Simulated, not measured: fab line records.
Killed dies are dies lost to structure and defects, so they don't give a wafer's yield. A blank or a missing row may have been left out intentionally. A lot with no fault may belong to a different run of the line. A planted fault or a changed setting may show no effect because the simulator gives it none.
fab line records	flow n5_finfet
record lots=5	wafers=15	last_day=16
route steps=1938 shown BEOL_M0_SAQP@681 BEOL_M4@1111 PASSIVATION@1936
lots untouched by any fault: they come from a run of this same line in which no faults occurred
start_h: start of the lot's first displayed wafer, in hours after the record's first day	wait_h: how many hours have passed since the lot's step before this one	" same as the row above	L1.1+2: a row that stands for several wafers	- no value, or no start given	* or withheld: withheld	< > ~ a bound
route shown NAME@n: names a module that has steps shown in the file, with the first one's number in the route	usual: mean/standard deviation of fault-free wafers	same: alike in all rows	chamber/n: place in a boat	sites: per-site readings	_std_site: how widely they spread, as a standard deviation	_edge_site: inner sites' mean taken away from outer sites' mean	radius_mm: for every site, how far away it sits from the centre of the wafer	mask NAME#n: copy n	behind: tool/chamber where the wafer was last shaped	hold: what put the lot on hold/how long, in hours/how the hold closed	device: transistor that didn't switch, given as n, p or np	end of line: tests of these same wafers at the route's end	for a step that has no rows: nothing shown but its recipe	killed: dies lost to structure and defects at the first sort, not the wafer's yield	map: dies across one wafer; x = killed, . = not, _ = none there
set.NAME: the setting the step ran with; set.NAME@STEP: the setting that earlier step ran with	model.NAME: the simulator's own value behind a step, which no gauge read
lots at some steps of the route; a table a step, a row a wafer
services: a tool's chamber out of use, with start hour (start_h, from the record's first day; less than 0 if before it), hours out, and reason
## steps
# step N5_BEOL_M0_SAQP_COAT_72
# recipe resist=SiARC	temp_c=220	time_s=60	spin_rpm=1500	resist_thk_nm=15
# step N5_BEOL_M0_SAQP_COAT_87
# recipe resist=underlayer	temp_c=205	time_s=60	spin_rpm=1500	resist_thk_nm=5
# step N5_BEOL_M0_SAQP_COAT_34
# recipe resist=CAR-EUV	spin_rpm=1500	resist_thk_nm=30
# step N5_BEOL_M0_SAQP_EBR_36
# recipe solvent=PGMEA	ebr_width_mm=1.5
# step N5_BEOL_M0_SAQP_SOFTBAKE_35
# recipe temp_c=110	time_s=60	resist=CAR-EUV
# step N5_BEOL_M0_SAQP_EXPOSE_37
# recipe mask_id=M0_CUT1	na=0.33	source_shape=annular	sigma_inner=0.35	sigma_outer=0.8	polarization=unpolarized	target_cd_nm=30	dose_mj=44.75
# step N5_BEOL_M0_SAQP_PEB_38
# recipe peb_temp_c=100	peb_time_s=60	resist=CAR-EUV
# step N5_BEOL_M0_SAQP_DEVELOP_39
# recipe develop_time_s=30	developer=TMAH	resist=CAR-EUV	rinse_liquid=surfactant_rinse	dry=air_spin	dev_temp_c=23
# step N5_BEOL_M0_SAQP_CD_MEAS_40
# recipe target_cd_nm=30	landing_energy_ev=500	detector=se_inlens
# usual cd_nm=30.02/0.27
lot.wafer	tool	chamber	start_h	wait_h	cd_nm
L597.1	cd_sem-01	0	138.83	-	30.17
L597.3	"	0	"	"	30.22
L597.6	"	0	"	"	29.96
L606.3	cd_sem-02	0	195.74	-	29.76
L606.4	"	0	"	"	29.60
L606.5	"	0	"	"	29.77
L611.1	cd_sem-02	0	227.85	-	30.29
L611.3	"	0	"	"	30.01
L611.4	"	0	"	"	30.26
L612.4	cd_sem-03	0	229.07	-	30.27
L612.5	"	0	"	"	29.80
L612.6	"	0	"	"	30.00
L613.1	cd_sem-03	0	234.82	-	30.11
L613.2	"	0	"	"	29.52
L613.3	"	0	"	"	30.17
# step N5_BEOL_M0_SAQP_OVL_MEAS_41
# recipe points_per_wafer=522
# usual M0_CUT1_OVL=0.2/0.67
lot.wafer	tool	chamber	start_h	wait_h	M0_CUT1_OVL[nm]
L597.1	overlay-01	0	138.86	0.0	0.3
L597.3	"	0	"	"	-0.5
L597.6	"	0	"	"	0.5
L606.3	overlay-01	0	195.78	0.0	-1.1
L606.4	"	0	"	"	-0.6
L606.5	"	0	"	"	0.2
L611.1	overlay-01	0	227.88	0.0	0.4
L611.3	"	0	"	"	0.2
L611.4	"	0	"	"	-0.7
L612.4	overlay-01	0	229.11	0.0	0.0
L612.5	"	0	"	"	0.7
L612.6	"	0	"	"	0.8
L613.1	overlay-01	0	234.85	0.0	-0.7
L613.2	"	0	"	"	-0.2
L613.3	"	0	"	"	0.5
# step N5_BEOL_M0_SAQP_INSPECT_42
# recipe mode=adi	inspect_instrument=brightfield
# usual raw_defect_count=278/100
lot.wafer	tool	chamber	start_h	wait_h	raw_defect_count
L597.1	defect_inspect-02	-	138.92	0.1	357
L597.3	"	-	"	"	394
L597.6	"	-	"	"	539
L606.3	defect_inspect-01	-	195.83	0.0	363
L606.4	"	-	"	"	472
L606.5	"	-	"	"	517
L611.1	defect_inspect-02	-	227.94	0.1	297
L611.3	"	-	"	"	451
L611.4	"	-	"	"	269
L612.4	defect_inspect-02	-	229.15	0.0	271
L612.5	"	-	"	"	157
L612.6	"	-	"	"	140
L613.1	defect_inspect-01	-	234.91	0.1	370
L613.2	"	-	"	"	219
L613.3	"	-	"	"	350
# step N5_BEOL_M0_SAQP_DESCUM_45
# recipe chemistry=O2	time_s=7	source_power_w=50	bias_power_w=20	pressure_mtorr=20	rf_frequency_hz=2.712e+07	temp_c=40	resist=CAR-EUV	o2_flow_sccm=225
# usual bias_power_w=20.01/0.059	drypump_motor_current_A=5.7/0.38	oes_product_au=0.77/0.08	rf_vpp_V=243.2/1.4	showerhead_plenum_p_Torr=2.09/0.077	throttle_valve_pct=20.3/0.3
lot.wafer	tool	chamber	start_h	wait_h	bias_power_w	drypump_motor_current_A	oes_product_au	rf_hours_counter_h	rf_vpp_V	showerhead_plenum_p_Torr	throttle_valve_pct
L597.1	rie_diel-06	0	138.95	0.0	19.99	5.8	0.93	27	241.6	2.04	20.4
L597.3	"	1	"	"	19.97	5.9	0.87	30	243.5	2.11	19.7
L597.6	"	1	"	"	20.09	5.9	0.88	-	243.7	2.11	19.8
L606.3	rie_diel-03	3	195.99	0.2	20.02	5.9	0.68	243	244.4	2.14	20.8
L606.4	"	2	"	"	20.02	5.2	0.74	-	241.3	1.98	19.9
L606.5	"	3	"	"	20.08	5.9	0.68	-	242.8	2.15	20.8
L611.1	rie_diel-03	0	227.97	0.0	20.07	5.2	0.83	73	245.8	2.22	20.1
L611.3	"	1	"	"	20.05	6.0	0.79	95	244.2	2.19	20.0
L611.4	"	3	"	"	20.11	5.9	0.68	249	243.8	2.14	20.9
L612.4	rie_diel-01	3	229.28	0.1	19.92	6.2	0.87	61	241.6	2.03	20.1
L612.5	"	2	"	"	20.03	6.1	0.70	-	241.4	2.00	20.7
L612.6	"	1	"	"	20.01	5.9	0.70	-	243.5	2.07	20.3
L613.1	rie_diel-06	1	235.10	0.2	20.03	5.9	0.85	55	242.6	2.10	19.8
L613.2	"	3	"	"	20.07	5.3	0.81	81	244.0	2.20	20.4
L613.3	"	0	"	"	20.04	5.8	0.88	55	242.7	2.03	20.4
# step N5_BEOL_M0_SAQP_ETCH_88
# recipe chemistry=N2/H2	target=underlayer	target_depth_a=65	time_s=5.2	ion_energy_ev=200	mask_material=CAR-EUV	pressure_mtorr=30	source_w=840	bias_w=150	n2_flow_sccm=200	h2_flow_sccm=200	ends=cleared
# usual drypump_motor_current_A=5.7/0.37	etch_rf_on_time_s=5.19/0.092	oes_product_au=0.66/0.066	rf_vpp_V=523.9/2.8	showerhead_plenum_p_Torr=2.54/0.099	throttle_valve_pct=17.8/0.33
lot.wafer	tool	chamber	start_h	wait_h	drypump_motor_current_A	etch_rf_on_time_s	oes_product_au	rf_hours_counter_h	rf_vpp_V	showerhead_plenum_p_Torr	throttle_valve_pct
L597.1	rie_diel-06	0	138.99	0.0	5.8	3.95	0.92	27	522.5	2.48	17.6
L597.3	"	1	"	"	5.9	5.18	0.77	30	524.6	2.58	17.3
L597.6	"	1	"	"	5.9	5.19	0.76	-	525.0	2.58	17.3
L606.3	rie_diel-03	3	196.02	0.0	5.9	5.08	0.59	243	527.4	2.64	18.6
L606.4	"	2	"	"	5.2	5.25	0.64	-	520.7	2.45	17.5
L606.5	"	3	"	"	5.9	5.08	0.58	-	526.2	2.64	18.6
L611.1	rie_diel-03	0	228.01	0.0	5.2	5.25	0.70	73	527.9	2.69	17.6
L611.3	"	1	"	"	6.0	5.35	0.67	95	526.6	2.68	17.4
L611.4	"	3	"	"	5.9	5.14	0.57	249	525.1	2.64	18.6
L612.4	rie_diel-01	3	229.31	0.0	6.2	5.16	0.75	61	522.3	2.47	17.5
L612.5	"	2	"	"	6.1	5.08	0.60	-	520.0	2.40	17.9
L612.6	"	1	"	"	5.8	5.08	0.62	-	523.7	2.52	17.7
L613.1	rie_diel-06	1	235.14	0.0	5.9	5.17	0.73	55	525.6	2.57	17.3
L613.2	"	3	"	"	5.3	5.25	0.70	81	529.7	2.66	17.8
L613.3	"	0	"	"	5.8	5.33	0.74	55	522.5	2.46	17.7
# step N5_BEOL_M0_SAQP_ETCH_73
# recipe chemistry=CF4	target=SiARC	target_depth_a=195	mask_material=CAR-EUV	time_s=32.5	ion_energy_ev=80	pressure_mtorr=40	source_w=545	bias_w=36	Ar_flow_sccm=100	cf4_flow_sccm=100	ends=cleared
# usual drypump_motor_current_A=5.7/0.37	etch_rf_on_time_s=32.4/0.59	mfc_ar_sccm=100.02/0.28	oes_product_au=0.66/0.065	rf_vpp_V=184.0/1.3	showerhead_plenum_p_Torr=2.14/0.078	throttle_valve_pct=15.55/0.27
lot.wafer	tool	chamber	start_h	wait_h	drypump_motor_current_A	etch_rf_on_time_s	mfc_ar_sccm	oes_product_au	rf_hours_counter_h	rf_vpp_V	showerhead_plenum_p_Torr	throttle_valve_pct
L597.1	rie_diel-06	0	139.00	0.0	5.7	33.0	99.44	0.78	27	184.4	2.09	15.54
L597.3	"	1	"	"	5.9	32.4	99.71	0.76	30	185.6	2.17	15.04
L597.6	"	1	"	"	5.9	32.4	100.13	0.76	-	184.7	2.18	15.04
L606.3	rie_diel-03	3	196.04	0.0	5.9	32.2	99.95	0.59	243	184.5	2.20	16.03
L606.4	"	2	"	"	5.2	32.5	100.15	0.63	-	183.8	2.05	15.28
L606.5	"	3	"	"	5.8	32.2	100.18	0.59	-	184.3	2.20	16.02
L611.1	rie_diel-03	0	228.02	0.0	5.2	32.0	100.30	0.70	73	185.7	2.27	15.27
L611.3	"	1	"	"	6.0	33.6	99.85	0.67	95	185.8	2.25	15.24
L611.4	"	3	"	"	5.9	32.1	99.75	0.59	249	185.4	2.20	16.06
L612.4	rie_diel-01	3	229.33	0.0	6.2	32.8	100.07	0.74	61	183.2	2.10	15.42
L612.5	"	2	"	"	6.2	31.5	100.17	0.60	-	182.1	2.03	15.80
L612.6	"	1	"	"	5.8	32.3	100.10	0.61	-	183.2	2.13	15.58
L613.1	rie_diel-06	1	235.15	0.0	5.9	32.2	99.64	0.73	55	184.5	2.17	15.12
L613.2	"	3	"	"	5.3	32.5	99.89	0.70	81	186.3	2.26	15.68
L613.3	"	0	"	"	5.8	32.8	99.76	0.74	55	184.1	2.08	15.60
# step N5_BEOL_M4_RC_MEAS_101
# usual DIBL_N=36.9/1.7	DIBL_P=36.7/2.1	IOFF_N=0.17/0.032	IOFF_P=0.22/0.036	ION_N=674/12	ION_P=461/7	SS_N=71.7/0.6	SS_P=73.4/0.67	VT_N=249/3.1	VT_P=-250/3.2
lot.wafer	tool	chamber	start_h	wait_h	DIBL_N[mV/V]	DIBL_P[mV/V]	IOFF_N[nA/um]	IOFF_P[nA/um]	ION_N[uA/um]	ION_P[uA/um]	SS_N[mV/dec]	SS_P[mV/dec]	VT_N[mV]	VT_P[mV]
L597.1	prober-02	0	195.39	0.0	36.9	38.1	0.15	0.21	663	454	71.5	74.1	252	-251
L597.3	"	0	"	"	37.6	36.7	0.16	0.18	673	453	72.1	73.2	253	-253
L597.6	"	0	"	"	38.9	38.3	0.18	0.20	675	454	72.5	73.5	249	-252
L606.3	prober-02	0	249.97	0.3	36.7	36.2	0.15	0.17	676	454	71.7	72.7	249	-254
L606.4	"	0	"	"	37.2	37.6	0.16	0.19	674	452	72.1	74.0	248	-253
L606.5	"	0	"	"	37.8	38.5	0.19	0.21	682	456	71.6	73.5	246	-252
L611.1	prober-02	0	279.11	0.0	37.5	35.7	0.18	0.26	676	471	71.5	73.4	247	-244
L611.3	"	0	"	"	35.1	33.5	0.14	0.23	662	466	71.5	72.8	249	-247
L611.4	"	0	"	"	34.8	33.6	0.14	0.24	667	467	70.8	72.1	248	-245
L612.4	prober-01	0	286.39	0.5	35.7	35.6	0.16	0.24	680	468	71.9	72.9	247	-246
L612.5	"	0	"	"	33.9	33.3	0.12	0.19	660	460	71.3	72.2	254	-249
L612.6	"	0	"	"	37.7	38.0	0.19	0.28	698	472	72.2	73.4	245	-242
L613.1	prober-01	0	288.99	0.0	38.3	39.8	0.19	0.26	674	471	72.0	74.2	247	-246
L613.2	"	0	"	"	36.0	36.7	0.15	0.20	672	459	71.0	73.8	252	-249
L613.3	"	0	"	"	37.9	38.9	0.20	0.24	683	460	72.2	73.7	248	-250
# step N5_PASSIVATION_PROBE_49
# usual defect_limited_yield=91.7/1.5	killed_at_M0_to_M3=32/9.6	killed_at_M4_up=13/5.3	killed_at_contacts=12/6.8	killed_at_front_end=36/9.8	killed_at_other=4/3.1	killed_dies=98/17	killed_on_rim=13/4	killed_open=65/13	killed_short=32/8.5	sort_bin_5_function=4.9/0.93	sort_bin_6_memory=3.2/0.67	sort_bin_8_speed=0.00/0.02	sort_n_pass=1082/17	sort_yield_pct=91.7/1.4
# same gross_dies=1180	killed_at_back_side=0	sort_bin_4_leakage[%]=0
lot.wafer	tool	chamber	start_h	wait_h	defect_limited_yield[%]	killed_at_M0_to_M3	killed_at_M4_up	killed_at_contacts	killed_at_front_end	killed_at_other	killed_dies	killed_on_rim	killed_open	killed_short	sort_bin_5_function[%]	sort_bin_6_memory[%]	sort_bin_8_speed[%]	sort_n_pass	sort_yield_pct[%]
L597.1	prober-01	-	293.15	0.0	91.8	33	17	9	36	2	97	11	60	35	4.9	3.1	0	1083	91.8
L597.3	prober-01	-	293.25	0.1	91.3	33	19	6	44	1	103	13	75	24	5.4	2.9	0	1077	91.3
L597.6	prober-01	-	293.40	0.3	93.5	24	15	11	25	2	77	5	57	18	4.2	2.0	0	1103	93.5
L606.3	prober-02	-	351.48	0.1	90.5	45	18	4	42	3	112	13	69	42	6.0	2.9	0	1068	90.5
L606.4	prober-02	-	351.53	0.2	92.1	39	18	5	29	2	93	10	65	24	5.1	2.6	0	1087	92.1
L606.5	prober-02	-	351.58	0.2	90.0	43	22	6	39	8	118	16	75	41	5.7	3.8	0	1062	90.0
L611.1	prober-01	-	386.71	0.0	92.9	19	18	6	38	3	84	12	58	23	3.7	3.1	0	1096	92.9
L611.3	prober-01	-	386.81	0.1	92.4	33	9	15	31	2	90	7	51	36	5.1	2.4	0	1090	92.4
L611.4	prober-01	-	386.86	0.2	93.2	18	12	12	32	6	80	9	49	30	4.1	2.5	0	1100	93.2
L612.4	prober-02	-	389.11	0.2	90.3	39	14	14	43	5	115	16	70	45	5.9	3.7	0	1065	90.3
L612.5	prober-02	-	389.16	0.2	89.6	49	19	14	30	11	123	17	69	51	5.0	4.3	0.08	1057	89.6
L612.6	prober-02	-	389.21	0.3	92.4	28	12	6	40	4	90	10	57	32	4.1	3.5	0	1090	92.4
L613.1	prober-02	-	391.95	0.0	88.4	43	12	33	39	10	137	27	92	40	7.1	4.2	0	1043	88.4
L613.2	prober-02	-	392.00	0.1	91.0	33	6	22	43	2	106	15	77	29	5.3	3.4	0	1074	91.0
L613.3	prober-02	-	392.05	0.1	91.8	36	9	23	27	2	97	11	62	35	4.7	3.4	0	1083	91.8
# killed by level:class
L597.1 BEOL_M2:geometric_particle:open=10 FIN_SAQP:geometric_particle:open=8 BEOL_M3:geometric_particle:open=7 FIN_SAQP:geometric_particle:short=6 BEOL_M4:geometric_particle:open=6 MOL_CONTACT_COAG:geometric_particle:open=6 GATE_CUT:geometric_particle:short=5 GATE_CUT:geometric_particle:open=5
L597.3 FIN_SAQP:geometric_particle:open=11 BEOL_M4:geometric_particle:open=10 BEOL_M3:geometric_particle:open=9 GATE_CUT:geometric_particle:open=8 BEOL_M2:geometric_particle:open=7 FIN_SAQP:geometric_particle:short=6 DUMMY_GATE:geometric_particle:open=4 MOL_CONTACT_COAG:geometric_particle:open=4
L597.6 MOL_CONTACT_COAG:geometric_particle:open=8 FIN_SAQP:geometric_particle:open=6 BEOL_M2:geometric_particle:open=6 BEOL_M3:geometric_particle:open=5 BEOL_M4:geometric_particle:open=5 STI_FIN_REVEAL:geometric_particle:open=4 GATE_CUT:geometric_particle:short=4 BEOL_M1:geometric_particle:open=4
L606.3 BEOL_M0_SAQP:geometric_particle:open=15 BEOL_M0_SAQP:geometric_particle:short=13 STI_FIN_REVEAL:geometric_particle:open=12 FIN_SAQP:geometric_particle:short=10 FIN_SAQP:geometric_particle:open=6 BEOL_M1:geometric_particle:open=6 BEOL_M4:geometric_particle:open=6 BEOL_M8:geometric_particle:open=6
L606.4 BEOL_M0_SAQP:geometric_particle:open=12 FIN_SAQP:geometric_particle:open=11 BEOL_M4:geometric_particle:open=10 FIN_SAQP:geometric_particle:short=9 BEOL_M0_SAQP:geometric_particle:short=6 BEOL_M3:geometric_particle:open=6 MOL_CONTACT_COAG:geometric_particle:open=5 BEOL_M2:geometric_particle:open=5
L606.5 STI_FIN_REVEAL:geometric_particle:open=15 BEOL_M0_SAQP:geometric_particle:short=10 BEOL_M4:geometric_particle:open=8 BEOL_M2:geometric_particle:open=6 BEOL_M0_SAQP:geometric_particle:open=6 BEOL_M1:geometric_particle:open=6 BEOL_M3:geometric_particle:open=6 FIN_SAQP:geometric_particle:short=5
L611.1 FIN_SAQP:geometric_particle:open=10 FIN_SAQP:geometric_particle:short=7 STI_FIN_REVEAL:geometric_particle:open=6 MOL_CONTACT_COAG:geometric_particle:open=6 BEOL_M4:geometric_particle:short=6 BEOL_M1:geometric_particle:open=5 BEOL_M3:geometric_particle:open=5 GATE_CUT:geometric_particle:open=4
L611.3 MOL_CONTACT_COAG:geometric_particle:open=12 BEOL_M0_SAQP:geometric_particle:short=11 BEOL_M4:geometric_particle:open=8 FIN_SAQP:geometric_particle:open=7 GATE_CUT:geometric_particle:short=6 BEOL_M1:geometric_particle:open=5 FIN_SAQP:geometric_particle:short=4 BEOL_M0_SAQP:geometric_particle:open=4
L611.4 MOL_CONTACT_COAG:geometric_particle:open=8 BEOL_M4:geometric_particle:open=8 DUMMY_GATE:geometric_particle:open=6 BEOL_M2:geometric_particle:open=5 FIN_SAQP:geometric_particle:open=4 FIN_SAQP:geometric_particle:short=4 STARTING-WAFER:geometric_particle:open=4 MIM_TOP_ETCH:geometric_particle:short=4
L612.4 BEOL_M0_SAQP:geometric_particle:open=16 MOL_CONTACT_COAG:geometric_particle:open=12 BEOL_M0_SAQP:geometric_particle:short=12 FIN_SAQP:geometric_particle:short=11 FIN_SAQP:geometric_particle:open=9 STI_FIN_REVEAL:geometric_particle:open=7 STI_FIN_REVEAL:geometric_particle:short=4 BEOL_M4:geometric_particle:open=4
L612.5 BEOL_M0_SAQP:geometric_particle:open=16 BEOL_M0_SAQP:geometric_particle:short=14 MOL_CONTACT_COAG:geometric_particle:open=10 BEOL_M4:geometric_particle:open=10 BEOL_M2:geometric_particle:open=8 FIN_SAQP:geometric_particle:short=5 STI_FIN_REVEAL:geometric_particle:open=5 MIM_BOT:geometric_particle:short=5
L612.6 FIN_SAQP:geometric_particle:short=9 BEOL_M2:geometric_particle:open=9 STI_FIN_REVEAL:geometric_particle:open=8 BEOL_M0_SAQP:geometric_particle:short=6 FIN_SAQP:geometric_particle:open=5 BEOL_M1:geometric_particle:open=5 MOL_CONTACT_COAG:geometric_particle:open=5 BEOL_M0_SAQP:geometric_particle:open=4
L613.1 MOL_CONTACT_COAG:geometric_particle:open=20 STI_FIN_REVEAL:geometric_particle:open=17 BEOL_M3:geometric_particle:open=12 BEOL_M2:geometric_particle:open=10 MOL_CONTACT_COAG:geometric_particle:short=10 BEOL_M0_SAQP:geometric_particle:short=6 BEOL_M0_SAQP:geometric_particle:open=6 FIN_SAQP:geometric_particle:open=5
L613.2 MOL_CONTACT_COAG:geometric_particle:open=19 STI_FIN_REVEAL:geometric_particle:open=16 FIN_SAQP:geometric_particle:short=9 BEOL_M3:geometric_particle:open=9 BEOL_M2:geometric_particle:open=6 BEOL_M2:geometric_particle:short=5 BEOL_M0_SAQP:geometric_particle:open=5 BEOL_M4:geometric_particle:open=4
L613.3 MOL_CONTACT_COAG:geometric_particle:open=18 BEOL_M1:geometric_particle:open=8 FIN_SAQP:geometric_particle:open=6 GATE_CUT:geometric_particle:short=6 BEOL_M0_SAQP:geometric_particle:short=6 MOL_CONTACT_COAG:geometric_particle:short=5 BEOL_M2:geometric_particle:open=5 BEOL_M3:geometric_particle:open=5
## services
tool	chamber	start_h	hours	kind
rie_diel-06	0	191.26	3.2	repair
rie_diel-03	0	195.40	6.6	repair
rie_diel-06	1	206.40	12.2	repair
rie_diel-06	-	215.37	0.3	repair
rie_diel-03	3	218.34	1.6	repair
rie_diel-03	-	218.39	7.2	repair
rie_diel-03	3	231.56	-	clean
rie_diel-03	3	231.56	-	consumable_replace:focus_ring
rie_diel-03	3	231.56	15.0	scheduled_down
rie_diel-03	3	231.56	15.0	vent_cycle
## key
first_sign step=N5_BEOL_M0_SAQP_ETCH_88	reading=etch_rf_on_time_s	direction=down	sigmas=13	usual=*	struck=*
effect step=N5_BEOL_M0_SAQP_ETCH_88	reading=oes_product_au	direction=up	sigmas=4	usual=0.66	struck=0.92
met_at N5_BEOL_M0_SAQP_ETCH_88
struck_wafers L597.1
fault kind=process_parameter_drift	tool=rie_diel-06	chamber=0	onset_h=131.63	steps=N5_BEOL_M0_SAQP_ETCH_88	channel=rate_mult	offset=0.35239	shape=step	end_h=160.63
